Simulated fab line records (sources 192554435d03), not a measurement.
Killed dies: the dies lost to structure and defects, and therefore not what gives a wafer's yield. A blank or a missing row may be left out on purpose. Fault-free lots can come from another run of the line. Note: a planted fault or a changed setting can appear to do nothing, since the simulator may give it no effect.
fab line records + flow n5-finfet
record
- lots=7
- wafers=39
route steps=1938 shown FIN_SAQP@102 SD_EPI_P@321 MOL_CONTACT_COAG@542 BEOL_M0_SAQP@695 BEOL_M1@751 BEOL_M3@1000 BEOL_M4@1086 BEOL_M6@1240 BEOL_M10@1527 BEOL_M12@1639 PASSIVATION@1910
start-h: hours from the record's first day to the start of the lot's first wafer shown + wait-h: time in hours since the lot's previous step + " unchanged from the row above + L1.1+2: a single row standing in for several wafers + - either no value or no given start + * or withheld: withheld + < > ~ a bound
route shown NAME@n: NAME is a module with steps in the file, n the number in the route of the first one + usual: mean/standard deviation taken from wafers without a fault + same: alike in all rows + chamber/n: place in a boat + sites: the reading at each site + _std_site: standard deviation of those values + _edge_site: the outer-site mean with the inner-site mean subtracted + radius-mm: for every site, how far away it sits from the centre of the wafer + mask NAME#n: copy n + behind: tool/chamber where the wafer was last shaped + hold: cause of the lot's hold/its duration in hours/its outcome + device: names the non-switching transistor (n, p or np) + end of line: at the end of the route, the tests of the same wafers + a step given without rows: its recipe and nothing more + killed: not the wafer's yield, but the dies lost to structure and defects at the first sort + map: a wafer's dies, marking killed ones x, the rest . and places with no die _
set.NAME: setting as actually run; set.NAME@STEP: the setting as run at that earlier step + model.NAME: the simulator's own value behind a step, which no gauge read
lots whose settings were changed on purpose; a table a step, a row a wafer
## steps
# step N5_FIN_SAQP_HM_DEP_72
# recipe
- material=SiO2
- target-thk-a=120
- temp-c=400
- precursor=SiH4/N2O
- pressure-torr=0.75
- rf-w=275
- time-s=7.2
# step N5_FIN_SAQP_MANDREL_ETCH_22
# recipe
- target-depth-a=600
- chemistry=HBr/Cl2
- target=a-Si
- stop-on=SiNx
- bt-time-s=10
- over-etch-frac=0.5
- time-s=30
- pressure-mtorr=10
- icp-w=800
- bias-w=75
- HBr_flow_sccm=150
- Cl2_flow_sccm=80
- ends=end-point
# step N5_SD_EPI_P_EPI_21
# recipe
- material=SiGe:B
- dopant=B
- temp-c=550
- pressure-torr=20
- ambient=H2
- time-s=355
# step N5_MOL_CONTACT_COAG_PRECLEAN_111
# recipe
- chemistry=NF3:NH3
- afs-cycles=1
- temp-c=30
- time-s=20
- sublimation-temp-c=180
- sublimation-time-s=60
- pressure-torr=3
- rf-power-w=30
# step N5_BEOL_M0_SAQP_CUT_ETCH_46
# recipe
- chemistry=N2/H2
- target=SOC
- target-depth-a=1350
- overetch-a=270
- temp-c=40
- time-s=202.5
- ion-energy-ev=200
- mask-material=SiARC
- pressure-mtorr=30
- source-w=840
- bias-w=150
- n2-flow-sccm=200
- h2-flow-sccm=200
# step N5_BEOL_M1_ILD_DEP_00
# recipe
- material=SiOC
- target-thk-a=790
- temp-c=350
- precursor=DEMS/O2
- pressure-torr=5
- rf-w=500
- time-s=15.3
# step N5_BEOL_M3_SPUTTER_86
# recipe
- material=Cu
- target-thk-a=45
- temp-c=-20
- chamber-pressure-pa=0.07
- power-w=withheld
- time-s=8.29
# step N5_BEOL_M4_SPUTTER_79
# step N5_BEOL_M6_ETCH_41
# recipe
- chemistry=CH3F/O2
- target=SiCN
- target-depth-a=297
- taper-deg=2
- time-s=52
- ion-energy-ev=120
- mask-material=TiN
- pressure-mtorr=30
- source-w=395
- bias-w=75
- Ar_flow_sccm=150
- CH3F_flow_sccm=30
- O2_flow_sccm=20
# step N5_BEOL_M10_SPUTTER_48
# recipe
- material=Cu
- target-thk-a=120
- temp-c=-20
- bias-v=60
- power-w=26000
- chamber-pressure-pa=0.13
- time-s=2
# step N5_BEOL_M12_TRENCH_ETCH_34
# recipe
- chemistry=C4F8/O2/Ar
- target=SiOC
- target-depth-a=3189.5
- mask-material=SOC
- pressure-mtorr=30
- source-w=3000
- bias-w=700
- Ar_flow_sccm=400
- C4F8_flow_sccm=15
- O2_flow_sccm=8
- he-inner-torr=15
- he-outer-torr=30
- time-s=125.5
- ion-energy-ev=250
# step N5_PASSIVATION_ETCH_59
# recipe
- chemistry=Cl2/BCl3
- target=TaN
- target-depth-a=650
- time-s=34.9
- ion-energy-ev=100
- pressure-mtorr=10
- icp-w=900
- bias-w=100
- Cl2_flow_sccm=60
- bcl3-flow-sccm=30
# step N5_PASSIVATION_ETCH_54
# recipe
- chemistry=CHF3/O2
- target=SiO2
- target-depth-a=8800
- CHF3_flow_sccm=50
- O2_flow_sccm=5
- Ar_flow_sccm=200
- time-s=440
- mask-material=PR
- pressure-mtorr=30
- source-w=650
- bias-w=170
- ion-energy-ev=200
# step N5_PASSIVATION_PROBE_49
# usual
- killed_at_M4_up=14/5.1
| lot.wafer | tool      | chamber | start-h | wait-h | set.target-thk-a@FIN_SAQP_HM_DEP_72 | set.target-depth-a@FIN_SAQP_MANDREL_ETCH_22 | set.epi-growth-time-s@SD_EPI_P_EPI_21 | set.time-s@MOL_CONTACT_COAG_PRECLEAN_111 | set.target-depth-a@BEOL_M0_SAQP_CUT_ETCH_46 | set.time-s@BEOL_M1_ILD_DEP_00 | set.target-thk-a@BEOL_M3_SPUTTER_86 | set.target-thk-a@BEOL_M4_SPUTTER_79 | set.time-s@BEOL_M6_ETCH_41 | set.target-thk-a@BEOL_M10_SPUTTER_48 | set.time-s@BEOL_M12_TRENCH_ETCH_34 | set.time-s@PASSIVATION_ETCH_59 | set.target-depth-a@PASSIVATION_ETCH_54 | killed_at_M4_up |
|-----------|-----------|---------|---------|--------|-------------------------------------|---------------------------------------------|---------------------------------------|------------------------------------------|---------------------------------------------|-------------------------------|-------------------------------------|-------------------------------------|----------------------------|--------------------------------------|------------------------------------|--------------------------------|----------------------------------------|-----------------|
| L076.1    | prober-01 | -       | 287.92  | 0.0    | 120                                 | 600                                         | 355                                   | 20                                       | 1350                                        | 9.129                         | 45                                  | 45                                  | 29.24                      | 76.63                                | 125.5                              | 46.5                           | 8800                                   | 45              |
| L076.2    | prober-01 | -       | 287.97  | 0.1    | 120                                 | 957.1                                       | 355                                   | 20                                       | 2029                                        | 15.3                          | 45                                  | 45                                  | 52                         | 76.63                                | 125.5                              | 34.9                           | 8800                                   | 40              |
| L076.3    | prober-01 | -       | 288.02  | 0.1    | 120                                 | 600                                         | 248.5                                 | 31.11                                    | 1350                                        | 9.129                         | 45                                  | 60.17                               | 29.24                      | 120                                  | 125.5                              | 34.9                           | 8800                                   | 6               |
| L076.4    | prober-01 | -       | 288.07  | 0.2    | 120                                 | 957.1                                       | 248.5                                 | 31.11                                    | 2029                                        | 9.129                         | 45                                  | 45                                  | 52                         | 120                                  | 125.5                              | 46.5                           | 7093                                   | 7               |
| L076.5    | prober-01 | -       | 288.12  | 0.2    | 120                                 | 957.1                                       | 355                                   | 31.11                                    | 1350                                        | 15.3                          | 45                                  | 60.17                               | 52                         | 120                                  | 125.5                              | 46.5                           | 7093                                   | 19              |
| L076.6    | prober-01 | -       | 288.17  | 0.3    | 120                                 | 600                                         | 248.5                                 | 20                                       | 2029                                        | 15.3                          | 45                                  | 60.17                               | 29.24                      | 76.63                                | 125.5                              | 34.9                           | 7093                                   | 44              |
| L077.1    | prober-02 | -       | 293.18  | 0.0    | 120                                 | 600                                         | 460.7                                 | 20                                       | 1350                                        | 8.33                          | 45                                  | 31.51                               | 52                         | 120                                  | 125.5                              | 34.9                           | 7007                                   | 7               |
| L077.2    | prober-02 | -       | 293.23  | 0.1    | 86.4                                | 839.7                                       | 460.7                                 | 20                                       | 1350                                        | 15.3                          | 45                                  | 45                                  | 79.97                      | 61.39                                | 125.5                              | 26.4                           | 8800                                   | 108             |
| L077.3    | prober-02 | -       | 293.28  | 0.1    | 120                                 | 839.7                                       | 355                                   | 20                                       | 1350                                        | 15.3                          | 60.46                               | 31.51                               | 79.97                      | 61.39                                | 163.9                              | 26.4                           | 8800                                   | 101             |
| L077.4    | prober-02 | -       | 293.33  | 0.2    | 86.4                                | 839.7                                       | 355                                   | 20                                       | 1350                                        | 8.33                          | 60.46                               | 45                                  | 79.97                      | 120                                  | 163.9                              | 34.9                           | 8800                                   | 10              |
| L077.5    | prober-02 | -       | 293.38  | 0.2    | 86.4                                | 600                                         | 355                                   | 20                                       | 1350                                        | 8.33                          | 45                                  | 45                                  | 52                         | 120                                  | 163.9                              | 26.4                           | 7007                                   | 17              |
| L077.6    | prober-02 | -       | 293.43  | 0.3    | 120                                 | 600                                         | 460.7                                 | 20                                       | 1350                                        | 15.3                          | 60.46                               | 31.51                               | 52                         | 61.39                                | 125.5                              | 34.9                           | 7007                                   | 122             |
| L078.1    | prober-01 | -       | 293.55  | 0.0    | 120                                 | 927.4                                       | 355                                   | 28.6                                     | 1350                                        | 7.057                         | 45                                  | 45                                  | 52                         | 49.48                                | 125.5                              | 25.06                          | 10730                                  | 193             |
| L078.2    | prober-01 | -       | 293.60  | 0.1    | 84.27                               | 927.4                                       | 289.3                                 | 20                                       | 1350                                        | 7.057                         | 33.73                               | 19.76                               | 52                         | 120                                  | 77.24                              | 25.06                          | 8800                                   | 9               |
| L078.3    | prober-01 | -       | 293.65  | 0.1    | 120                                 | 600                                         | 289.3                                 | 20                                       | 1350                                        | 15.3                          | 45                                  | 45                                  | 28.97                      | 49.48                                | 77.24                              | 34.9                           | 8800                                   | 188             |
| L078.4    | prober-01 | -       | 293.70  | 0.2    | 120                                 | 600                                         | 289.3                                 | 28.6                                     | 585.6                                       | 15.3                          | 33.73                               | 45                                  | 28.97                      | 120                                  | 77.24                              | 25.06                          | 10730                                  | 10              |
| L078.5    | prober-01 | -       | 293.75  | 0.2    | 84.27                               | 600                                         | 355                                   | 20                                       | 585.6                                       | 7.057                         | 45                                  | 19.76                               | 28.97                      | 120                                  | 125.5                              | 34.9                           | 10730                                  | 8               |
| L078.6    | prober-01 | -       | 293.80  | 0.3    | 84.27                               | 927.4                                       | 355                                   | 28.6                                     | 585.6                                       | 15.3                          | 33.73                               | 19.76                               | 52                         | 49.48                                | 125.5                              | 34.9                           | 8800                                   | 168             |
| L080.1    | prober-02 | -       | 315.08  | 0.0    | 120                                 | 600                                         | 491.1                                 | 20                                       | 1350                                        | 15.3                          | 45                                  | 34.24                               | 39.61                      | 120                                  | 104.7                              | 34.9                           | 8800                                   | 12              |
| L080.2    | prober-02 | -       | 315.13  | 0.1    | 120                                 | 600                                         | 491.1                                 | 20                                       | 1350                                        | 15.3                          | 45                                  | 45                                  | 39.61                      | 94.36                                | 104.7                              | 25.98                          | 8800                                   | 22              |
| L080.3    | prober-02 | -       | 315.18  | 0.1    | 120                                 | 600                                         | 355                                   | 20                                       | 1350                                        | 15.3                          | 45                                  | 34.24                               | 52                         | 120                                  | 125.5                              | 25.98                          | 10670                                  | 21              |
| L080.4    | prober-02 | -       | 315.23  | 0.2    | 120                                 | 600                                         | 355                                   | 20                                       | 1850                                        | 15.3                          | 45                                  | 45                                  | 39.61                      | 94.36                                | 125.5                              | 34.9                           | 10670                                  | 37              |
| L080.5    | prober-02 | -       | 315.28  | 0.2    | 120                                 | 600                                         | 491.1                                 | 20                                       | 1850                                        | 15.3                          | 45                                  | 45                                  | 52                         | 120                                  | 104.7                              | 25.98                          | 10670                                  | 13              |
| L080.6    | prober-02 | -       | 315.33  | 0.3    | 120                                 | 600                                         | 355                                   | 20                                       | 1850                                        | 15.3                          | 45                                  | 34.24                               | 52                         | 94.36                                | 125.5                              | 34.9                           | 8800                                   | 23              |
| L092.1    | prober-01 | -       | 384.23  | 0.0    | 120                                 | 600                                         | 281.1                                 | 20                                       | 1350                                        | 9.938                         | 45                                  | 53.14                               | 52                         | 120                                  | 146.6                              | 34.9                           | 8800                                   | 24              |
| L092.2    | prober-01 | -       | 384.28  | 0.1    | 120                                 | 828.2                                       | 281.1                                 | 20                                       | 922.1                                       | 15.3                          | 45                                  | 45                                  | 52                         | 120                                  | 146.6                              | 34.9                           | 7320                                   | 10              |
| L092.3    | prober-01 | -       | 384.33  | 0.1    | 120                                 | 600                                         | 355                                   | 8.928                                    | 922.1                                       | 15.3                          | 45                                  | 53.14                               | 52                         | 120                                  | 125.5                              | 23.66                          | 7320                                   | 24              |
| L092.4    | prober-01 | -       | 384.38  | 0.2    | 120                                 | 828.2                                       | 355                                   | 8.928                                    | 922.1                                       | 9.938                         | 45                                  | 45                                  | 52                         | 153.9                                | 125.5                              | 34.9                           | 7320                                   | 22              |
| L092.5    | prober-01 | -       | 384.43  | 0.2    | 120                                 | 600                                         | 355                                   | 20                                       | 1350                                        | 15.3                          | 45                                  | 53.14                               | 52                         | 153.9                                | 125.5                              | 23.66                          | 8800                                   | 15              |
| L092.6    | prober-01 | -       | 384.48  | 0.3    | 120                                 | 828.2                                       | 281.1                                 | 8.928                                    | 1350                                        | 9.938                         | 45                                  | 45                                  | 52                         | 153.9                                | 146.6                              | 23.66                          | 8800                                   | 17              |
| L095.1    | prober-01 | -       | 390.58  | 0.0    | 156                                 | 266.7                                       | 355                                   | 20                                       | 1350                                        | 15.3                          | 45                                  | 45                                  | 52                         | 84.27                                | 125.5                              | 18.91                          | 4324                                   | 33              |
| L095.2    | prober-01 | -       | 390.63  | 0.1    | 120                                 | 600                                         | 355                                   | 20                                       | 2132                                        | 22.74                         | 45                                  | 32.82                               | 52                         | 84.27                                | 125.5                              | 34.9                           | 8800                                   | 29              |
| L095.3    | prober-01 | -       | 390.68  | 0.1    | 120                                 | 600                                         | 518.2                                 | 20                                       | 1350                                        | 15.3                          | 45                                  | 32.82                               | 75.33                      | 120                                  | 125.5                              | 18.91                          | 8800                                   | 15              |
| L095.4    | prober-01 | -       | 390.73  | 0.2    | 156                                 | 266.7                                       | 355                                   | 14.91                                    | 2132                                        | 22.74                         | 45                                  | 32.82                               | 75.33                      | 120                                  | 73.22                              | 18.91                          | 4324                                   | 18              |
| L095.5    | prober-01 | -       | 390.78  | 0.2    | 120                                 | 266.7                                       | 518.2                                 | 14.91                                    | 2132                                        | 15.3                          | 45                                  | 45                                  | 75.33                      | 84.27                                | 73.22                              | 34.9                           | 8800                                   | 27              |
| L095.6    | prober-01 | -       | 390.83  | 0.3    | 156                                 | 600                                         | 518.2                                 | 14.91                                    | 1350                                        | 22.74                         | 45                                  | 45                                  | 52                         | 120                                  | 73.22                              | 34.9                           | 4324                                   | 9               |
| L096.1    | prober-02 | -       | 401.64  | 0.0    | 120                                 | 600                                         | 355                                   | 20                                       | 1350                                        | 15.3                          | 45                                  | 45                                  | 52                         | 120                                  | 125.5                              | 34.9                           | 8800                                   | 9               |
| L096.2    | prober-02 | -       | 401.69  | 0.1    | 120                                 | 600                                         | 355                                   | 20                                       | 1350                                        | 15.3                          | 45                                  | 45                                  | 52                         | 120                                  | 125.5                              | 34.9                           | 8800                                   | 13              |
| L096.6    | prober-02 | -       | 401.89  | 0.3    | 120                                 | 600                                         | 355                                   | 20                                       | 1350                                        | 15.3                          | 45                                  | 45                                  | 52                         | 120                                  | 125.5                              | 34.9                           | 8800                                   | 10              |
# killed by level:class
L076.1 BEOL_M1:area-dep=716 BEOL_M1:area-ecd=324 BEOL_M10:interface-void-opened=33 FIN_SAQP:geometric-particle:short=12 STI_FIN_REVEAL:geometric-particle:open=10 BEOL_M0_SAQP:geometric-particle:short=9 BEOL_M0_SAQP:geometric-particle:open=8 FIN_SAQP:geometric-particle:open=7
L076.2 BEOL_M10:interface-void-opened=25 FIN_SAQP:geometric-particle:short=7 MOL_CONTACT_COAG:geometric-particle:open=7 BEOL_M0_SAQP:geometric-particle:short=7 BEOL_M3:geometric-particle:open=7 FIN_SAQP:geometric-particle:open=6 BEOL_M0_SAQP:geometric-particle:open=5 BEOL_M1:geometric-particle:open=4
L076.3 BEOL_M1:area-dep=997 BEOL_M1:area-ecd=76 BEOL_M3:geometric-particle:open=15 STI_FIN_REVEAL:geometric-particle:open=11 FIN_SAQP:geometric-particle:open=7 STI_FIN_REVEAL:geometric-particle:short=7 DUMMY_GATE:geometric-particle:open=7 BEOL_M1:geometric-particle:open=7
L076.4 BEOL_M1:area-dep=645 BEOL_M1:area-ecd=427 BEOL_M3:geometric-particle:open=18 GATE_CUT:geometric-particle:short=10 BEOL_M0_SAQP:geometric-particle:open=10 FIN_SAQP:geometric-particle:short=7 MOL_CONTACT_COAG:geometric-particle:open=7 BEOL_M0_SAQP:geometric-particle:short=7
L076.5 PASSIVATION:area-etch=1087 MOL_CONTACT_COAG:geometric-particle:open=11 BEOL_M4:geometric-particle:open=9 BEOL_M0_SAQP:geometric-particle:open=8 BEOL_M0_SAQP:geometric-particle:short=6 BEOL_M3:geometric-particle:open=6 STI_FIN_REVEAL:geometric-particle:open=5 FIN_SAQP:geometric-particle:short=4
L076.6 PASSIVATION:area-etch=919 BEOL_M10:interface-void-opened=28 BEOL_M0_SAQP:geometric-particle:short=12 BEOL_M0_SAQP:geometric-particle:open=7 BEOL_M1:geometric-particle:open=7 FIN_SAQP:geometric-particle:short=6 MOL_CONTACT_COAG:geometric-particle:open=5 BEOL_M4:geometric-particle:open=5
L077.1 BEOL_M1:area-dep=1077 FIN_SAQP:geometric-particle:short=16 FIN_SAQP:geometric-particle:open=8 BEOL_M2:geometric-particle:open=8 BEOL_M1:area-ecd=8 BEOL_M0_SAQP:geometric-particle:short=7 BEOL_M0_SAQP:geometric-particle:open=6 MOL_CONTACT_COAG:geometric-particle:open=5
L077.2 PASSIVATION:area-etch=445 BEOL_M10:interface-void-opened=95 FIN_SAQP:geometric-particle:short=25 FIN_SAQP:geometric-particle:open=12 BEOL_M4:geometric-particle:open=8 BEOL_M0_SAQP:geometric-particle:short=8 BEOL_M1:geometric-particle:open=8 GATE_CUT:geometric-particle:short=5
L077.3 PASSIVATION:area-etch=458 BEOL_M10:interface-void-opened=88 FIN_SAQP:geometric-particle:open=10 MOL_CONTACT_COAG:geometric-particle:open=10 BEOL_M0_SAQP:geometric-particle:open=10 FIN_SAQP:geometric-particle:short=8 BEOL_M3:geometric-particle:open=7 BEOL_M0_SAQP:geometric-particle:short=6
L077.4 BEOL_M1:area-dep=1063 MOL_CONTACT_COAG:geometric-particle:open=26 BEOL_M2:geometric-particle:open=11 FIN_SAQP:geometric-particle:short=10 FIN_SAQP:geometric-particle:open=10 MOL_CONTACT_COAG:geometric-particle:short=7 BEOL_M0_SAQP:geometric-particle:open=6 GATE_CUT:geometric-particle:short=5
L077.5 BEOL_M1:area-dep=1029 BEOL_M1:area-ecd=33 FIN_SAQP:geometric-particle:short=19 FIN_SAQP:geometric-particle:open=10 BEOL_M2:geometric-particle:open=10 BEOL_M3:geometric-particle:open=10 GATE_CUT:geometric-particle:short=5 BEOL_M0_SAQP:geometric-particle:open=5
L077.6 PASSIVATION:area-etch=966 BEOL_M10:interface-void-opened=100 FIN_SAQP:geometric-particle:short=15 FIN_SAQP:geometric-particle:open=11 STI_FIN_REVEAL:geometric-particle:open=11 MOL_CONTACT_COAG:geometric-particle:open=8 BEOL_M1:geometric-particle:open=8 BEOL_M4:geometric-particle:open=6
L078.1 BEOL_M1:area-dep=900 BEOL_M10:interface-void-opened=176 BEOL_M3:geometric-particle:open=13 BEOL_M4:geometric-particle:open=11 MOL_CONTACT_COAG:geometric-particle:open=11 STI_FIN_REVEAL:geometric-particle:open=9 BEOL_M3:geometric-particle:short=8 FIN_SAQP:geometric-particle:short=4
L078.2 BEOL_M1:area-dep=1087 STI_FIN_REVEAL:geometric-particle:open=18 BEOL_M0_SAQP:geometric-particle:short=8 MOL_CONTACT_COAG:geometric-particle:open=8 BEOL_M3:geometric-particle:open=8 BEOL_M2:geometric-particle:open=5 STI_FIN_REVEAL:geometric-particle:short=4 FIN_SAQP:geometric-particle:short=3
L078.3 BEOL_M10:interface-void-opened=168 MOL_CONTACT_COAG:geometric-particle:open=10 BEOL_M3:geometric-particle:open=10 BEOL_M12:area-ecd=10 FIN_SAQP:geometric-particle:short=6 FIN_SAQP:geometric-particle:open=5 GATE_CUT:geometric-particle:short=4 BEOL_M0_SAQP:geometric-particle:open=4
L078.4 PASSIVATION:area-etch=554 BEOL_M0_SAQP:area-etch=541 BEOL_M3:geometric-particle:open=10 MOL_CONTACT_COAG:geometric-particle:open=8 STI_FIN_REVEAL:geometric-particle:open=7 DUMMY_GATE:geometric-particle:open=6 BEOL_M2:geometric-particle:open=6 FIN_SAQP:geometric-particle:open=5
L078.5 BEOL_M0_SAQP:area-etch=1059 BEOL_M1:area-dep=32 BEOL_M3:geometric-particle:open=14 STI_FIN_REVEAL:geometric-particle:open=12 MOL_CONTACT_COAG:geometric-particle:open=9 FIN_SAQP:geometric-particle:open=5 GATE_CUT:geometric-particle:open=5 BEOL_M3:geometric-particle:short=5
L078.6 BEOL_M0_SAQP:area-etch=762 BEOL_M10:interface-void-opened=159 MOL_CONTACT_COAG:geometric-particle:open=11 STI_FIN_REVEAL:geometric-particle:open=9 BEOL_M3:geometric-particle:open=8 FIN_SAQP:geometric-particle:open=7 BEOL_M0_SAQP:geometric-particle:short=7 BEOL_M0_SAQP:geometric-particle:open=5
L080.1 FIN_SAQP:geometric-particle:open=13 BEOL_M0_SAQP:geometric-particle:open=10 STI_FIN_REVEAL:geometric-particle:open=9 BEOL_M4:geometric-particle:open=7 BEOL_M0_SAQP:geometric-particle:short=6 BEOL_M2:geometric-particle:open=6 BEOL_M3:geometric-particle:open=6 FIN_SAQP:geometric-particle:short=5
L080.2 PASSIVATION:area-etch=989 MOL_CONTACT_COAG:geometric-particle:open=10 BEOL_M3:geometric-particle:open=10 FIN_SAQP:geometric-particle:open=9 BEOL_M1:geometric-particle:open=5 MOL_CONTACT_COAG:geometric-particle:short=5 BEOL_M0_SAQP:geometric-particle:open=5 BEOL_M4:geometric-particle:open=5
L080.3 PASSIVATION:area-etch=926 STI_FIN_REVEAL:geometric-particle:open=14 MOL_CONTACT_COAG:geometric-particle:open=9 BEOL_M4:geometric-particle:open=9 BEOL_M2:geometric-particle:open=8 DUMMY_GATE:geometric-particle:open=6 BEOL_M1:geometric-particle:open=6 MOL_CONTACT_COAG:geometric-particle:short=5
L080.4 BEOL_M4:geometric-particle:open=22 FIN_SAQP:geometric-particle:open=12 STI_FIN_REVEAL:geometric-particle:open=7 BEOL_M0_SAQP:geometric-particle:short=7 MOL_CONTACT_COAG:geometric-particle:open=6 BEOL_M0_SAQP:geometric-particle:open=6 BEOL_M1:geometric-particle:open=6 BEOL_M1:geometric-particle:short=5
L080.5 PASSIVATION:area-etch=1015 MOL_CONTACT_COAG:geometric-particle:open=12 STI_FIN_REVEAL:geometric-particle:open=9 FIN_SAQP:geometric-particle:open=7 BEOL_M4:geometric-particle:open=7 BEOL_M3:geometric-particle:open=6 DUMMY_GATE:geometric-particle:open=5 MOL_CONTACT_COAG:geometric-particle:short=5
L080.6 BEOL_M4:geometric-particle:open=13 BEOL_M2:geometric-particle:open=11 BEOL_M0_SAQP:geometric-particle:short=9 FIN_SAQP:geometric-particle:short=6 FIN_SAQP:geometric-particle:open=5 MOL_CONTACT_COAG:geometric-particle:open=5 BEOL_M1:geometric-particle:open=4 BEOL_M1:geometric-particle:short=4
L092.1 BEOL_M1:area-dep=654 BEOL_M1:area-ecd=387 STI_FIN_REVEAL:geometric-particle:open=20 FIN_SAQP:geometric-particle:short=16 FIN_SAQP:geometric-particle:open=13 BEOL_M3:geometric-particle:open=8 BEOL_M0_SAQP:geometric-particle:short=8 BEOL_M4:geometric-particle:open=7
L092.2 BEOL_M0_SAQP:area-etch=1048 STI_FIN_REVEAL:geometric-particle:open=25 MOL_CONTACT_COAG:geometric-particle:open=17 BEOL_M0_SAQP:geometric-particle:open=12 BEOL_M0_SAQP:geometric-particle:short=11 BEOL_M2:geometric-particle:open=6 BEOL_M2:geometric-particle:short=5 FIN_SAQP:geometric-particle:short=4
L092.3 PASSIVATION:area-etch=1045 STI_FIN_REVEAL:geometric-particle:open=20 MOL_CONTACT_COAG:geometric-particle:open=13 BEOL_M4:geometric-particle:open=12 BEOL_M3:geometric-particle:open=10 BEOL_M0_SAQP:geometric-particle:short=9 BEOL_M0_SAQP:geometric-particle:open=8 BEOL_M0:geometric-particle:open=8
L092.4 BEOL_M1:area-ecd=996 BEOL_M1:area-dep=55 STI_FIN_REVEAL:geometric-particle:open=15 BEOL_M4:geometric-particle:open=11 FIN_SAQP:geometric-particle:short=9 DUMMY_GATE:geometric-particle:open=9 BEOL_M0_SAQP:geometric-particle:open=6 BEOL_M3:geometric-particle:open=6
L092.5 PASSIVATION:area-etch=1070 MOL_CONTACT_COAG:geometric-particle:open=9 STI_FIN_REVEAL:geometric-particle:open=8 BEOL_M0_SAQP:geometric-particle:short=8 FIN_SAQP:geometric-particle:short=6 STI_FIN_REVEAL:geometric-particle:short=6 DUMMY_GATE:geometric-particle:open=5 BEOL_M0_SAQP:geometric-particle:open=5
L092.6 BEOL_M1:area-dep=959 BEOL_M1:area-ecd=110 STI_FIN_REVEAL:geometric-particle:open=21 BEOL_M4:geometric-particle:open=8 BEOL_M3:geometric-particle:open=8 MOL_CONTACT_COAG:geometric-particle:open=6 STARTING-WAFER:geometric-particle:open=6 FIN_SAQP:geometric-particle:open=5
L095.1 FIN_SAQP:area-etch=1078 BEOL_M10:interface-void-opened=20 GATE_CUT:geometric-particle:short=7 MOL_CONTACT_COAG:geometric-particle:open=7 STI_FIN_REVEAL:geometric-particle:open=6 BEOL_M4:geometric-particle:open=6 FIN_SAQP:geometric-particle:short=5 BEOL_M3:geometric-particle:open=5
L095.2 BEOL_M1:area-etch=1074 BEOL_M10:interface-void-opened=13 STI_FIN_REVEAL:geometric-particle:open=11 BEOL_M2:geometric-particle:open=7 FIN_SAQP:geometric-particle:short=6 BEOL_M3:geometric-particle:open=6 BEOL_M4:geometric-particle:open=6 FIN_SAQP:geometric-particle:open=5
L095.3 PASSIVATION:area-etch=1063 GATE_CUT:geometric-particle:short=17 FIN_SAQP:geometric-particle:short=9 MOL_CONTACT_COAG:geometric-particle:open=9 STI_FIN_REVEAL:geometric-particle:open=8 BEOL_M4:geometric-particle:open=8 BEOL_M1:geometric-particle:open=7 FIN_SAQP:geometric-particle:open=6
L095.4 FIN_SAQP:area-etch=1087 STI_FIN_REVEAL:geometric-particle:open=9 BEOL_M4:geometric-particle:short=7 MOL_CONTACT_COAG:geometric-particle:open=5 BEOL_M1:geometric-particle:short=5 BEOL_M3:geometric-particle:open=5 STARTING-WAFER:geometric-particle:open=5 FIN_SAQP:geometric-particle:short=4
L095.5 FIN_SAQP:area-etch=1083 BEOL_M10:interface-void-opened=17 GATE_CUT:geometric-particle:short=9 STI_FIN_REVEAL:geometric-particle:open=7 BEOL_M1:geometric-particle:open=6 FIN_SAQP:geometric-particle:short=5 MOL_CONTACT_COAG:geometric-particle:open=5 BEOL_M3:geometric-particle:open=4
L095.6 BEOL_M1:area-etch=1055 STI_FIN_REVEAL:geometric-particle:open=24 FIN_SAQP:geometric-particle:short=13 FIN_SAQP:geometric-particle:open=12 GATE_CUT:geometric-particle:open=9 MOL_CONTACT_COAG:geometric-particle:open=8 BEOL_M3:geometric-particle:open=7 BEOL_M1:geometric-particle:open=6
L096.1 FIN_SAQP:geometric-particle:open=16 BEOL_M1:geometric-particle:open=11 BEOL_M3:geometric-particle:open=8 FIN_SAQP:geometric-particle:short=6 STI_FIN_REVEAL:geometric-particle:open=5 BEOL_M2:geometric-particle:open=5 BEOL_M7:geometric-particle:open=4 BEOL_M0_SAQP:geometric-particle:open=3
L096.2 FIN_SAQP:geometric-particle:open=16 FIN_SAQP:geometric-particle:short=13 MOL_CONTACT_COAG:geometric-particle:open=11 BEOL_M3:geometric-particle:open=11 BEOL_M0_SAQP:geometric-particle:short=7 BEOL_M0_SAQP:geometric-particle:open=7 STI_FIN_REVEAL:geometric-particle:open=6 BEOL_M1:geometric-particle:open=5
L096.6 BEOL_M3:geometric-particle:open=12 STI_FIN_REVEAL:geometric-particle:open=10 FIN_SAQP:geometric-particle:open=7 FIN_SAQP:geometric-particle:short=7 MOL_CONTACT_COAG:geometric-particle:open=5 BEOL_M4:geometric-particle:open=5 BEOL_M0_SAQP:geometric-particle:open=4 BEOL_M5:geometric-particle:open=3
## key
split
- step=N5_FIN_SAQP_HM_DEP_72
- setting=target-thk-a
- stated-as=120
response none clear
split
- step=N5_FIN_SAQP_MANDREL_ETCH_22
- setting=target-depth-a
- stated-as=600
response none clear
split
- step=N5_SD_EPI_P_EPI_21
- setting=epi-growth-time-s
- stated-as=355
response none clear
split
- step=N5_MOL_CONTACT_COAG_PRECLEAN_111
- setting=time-s
- stated-as=20
response none clear
split
- step=N5_BEOL_M0_SAQP_CUT_ETCH_46
- setting=target-depth-a
- stated-as=1350
response none clear
split
- step=N5_BEOL_M1_ILD_DEP_00
- setting=time-s
- stated-as=15.3
response none clear
split
- step=N5_BEOL_M3_SPUTTER_86
- setting=target-thk-a
- stated-as=45
response none clear
split
- step=N5_BEOL_M4_SPUTTER_79
- setting=target-thk-a
- stated-as=45
response none clear
split
- step=N5_BEOL_M6_ETCH_41
- setting=time-s
- stated-as=52
response none clear
split
- step=N5_BEOL_M10_SPUTTER_48
- setting=target-thk-a
- stated-as=120
response
- step=N5_PASSIVATION_PROBE_49
- reading=killed_at_M4_up
- slope=-1.62
- per=1%
- together-with=all
- explained=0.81
split
- step=N5_BEOL_M12_TRENCH_ETCH_34
- setting=time-s
- stated-as=125.5
response none clear
split
- step=N5_PASSIVATION_ETCH_59
- setting=time-s
- stated-as=34.9
response none clear
split
- step=N5_PASSIVATION_ETCH_54
- setting=target-depth-a
- stated-as=8800
response none clear
